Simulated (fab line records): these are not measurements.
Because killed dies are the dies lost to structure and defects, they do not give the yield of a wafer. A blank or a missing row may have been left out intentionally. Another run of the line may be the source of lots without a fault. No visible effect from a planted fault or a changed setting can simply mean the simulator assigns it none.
Code-filled problem report in 8D (eight disciplines) form	flow nand harc	the parts of the form that need people (team, actions taken, sign-off) are left out

## 1. THE PROBLEM
Wafers with no fault read 1.004 a.u. with a standard deviation of 0.0072, whereas oes product au at NHARC_THIN_TSV_ETCH_36 reads a mean of 0.817 a.u. on 1 wafer of 1 lot. Relative to the usual mean, that is a shift of -26 standard deviations.
The step: etches the open film in Cl2/BCl3, target depth 65 nm, time 18.571 s.
First seen on wafer L796.5, day 22 04:56, on rie metal-01. The record has a number at this step for 39 wafers belonging to 13 lots. By rule, "out" or "out of limits" means more than 4 standard deviations away from the usual mean. All remaining wafers that have a number are taken as sound.

## 2. WHAT IT IS; WHAT IT IS NOT
question	is	is not
which readings at this step	oes product au	chamber pressure mTorr, drypump motor current A
which lots	L796	L783, L785, L787, L788, L789, L790, L795, L798, L799, L800, L802, L805
which wafers of those lots	L796.5	L796.1, L796.6
read on which tools	rie metal-01	rie metal-02, rie metal-03
when	from day 22 04:56	up to then (20 sound wafers); but 18 sound wafers of L795, L798, L799, L800, L802, L805 came after

## 3. THE SUSPECTS, EACH WITH WHAT RULES IT OUT
Counting: any tool at a process step up to the reading remains a suspect provided it ran every lot that is out. Sound lots after the first of them don't rule it out here, since some wafers of a struck lot are sound.
- pvd sputter-02 at NHARC_THIN_TSV_PRE_CLEAN_50 (time 30 s): kept. The lot that is out, L796, ran on it at day 22 04:23; the last sound lot it ran before that was L788, at day 19 03:05. NHARC_THIN_TSV_PRE_CLEAN_50 gives no start for some lots, so the hours and the order of its lots are those of NHARC_THIN_TSV_CD_MEAS_33.
- pvd sputter-02 at NHARC_THIN_TSV_PVD_19 (deposits TaN, target thk 20 nm): kept. The lot that is out, L796, ran on it at day 22 04:23; the last sound lot it ran before that was L788, at day 19 03:05. NHARC_THIN_TSV_PVD_19 gives no start for some lots, so the hours and the order of its lots are those of NHARC_THIN_TSV_CD_MEAS_33.
- rie metal-01 at NHARC_THIN_TSV_ETCH_36 (etches the open film in Cl2/BCl3, target depth 65 nm, time 18.571 s): kept. The lot that is out, L796, ran on it at day 22 04:56; the last sound lot it ran before that was L790, at day 20 17:22. Out on those wafers are its own readings of oes product au.
- The sound lot-mates ran in chamber 0 of rie metal-01 at NHARC_THIN_TSV_ETCH_36, but the wafers that are out ran in chamber 1.
After the count, these remain: pvd sputter-02 at NHARC_THIN_TSV_PRE_CLEAN_50, pvd sputter-02 at NHARC_THIN_TSV_PVD_19 and rie metal-01 at NHARC_THIN_TSV_ETCH_36.

## 4. THE CAUSE (what the simulator had put in)
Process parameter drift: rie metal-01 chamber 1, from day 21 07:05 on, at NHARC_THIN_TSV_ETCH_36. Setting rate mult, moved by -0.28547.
Counting left 3 suspects, and this tool is among them.

## 5. THE EFFECT CHAIN, in route order
One row per reading whose mean, taken over the struck wafers that have a number, lies over 3 standard deviations from the usual. Only readings for which the record gives a usual standard deviation are gone through. hours: the time from each lot's start at the first step in this table that gives one to its start at this step, as a median over the lots. sigmas: the change in usual standard deviations.
hours	step	reading	usual	on struck wafers	change	sigmas
0	NHARC_THIN_TSV_ETCH_36	oes product au	1.004 a.u.	0.817	-0.187	-26
Its process steps:
- NHARC_THIN_TSV_ETCH_36: etches the open film in Cl2/BCl3, target depth 65 nm, time 18.571 s.

## 6. WHAT WOULD HAVE CAUGHT IT SOONER
In this record the first reading out of limits was taken at day 22 04:56, 22 hours after the fault began at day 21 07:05.
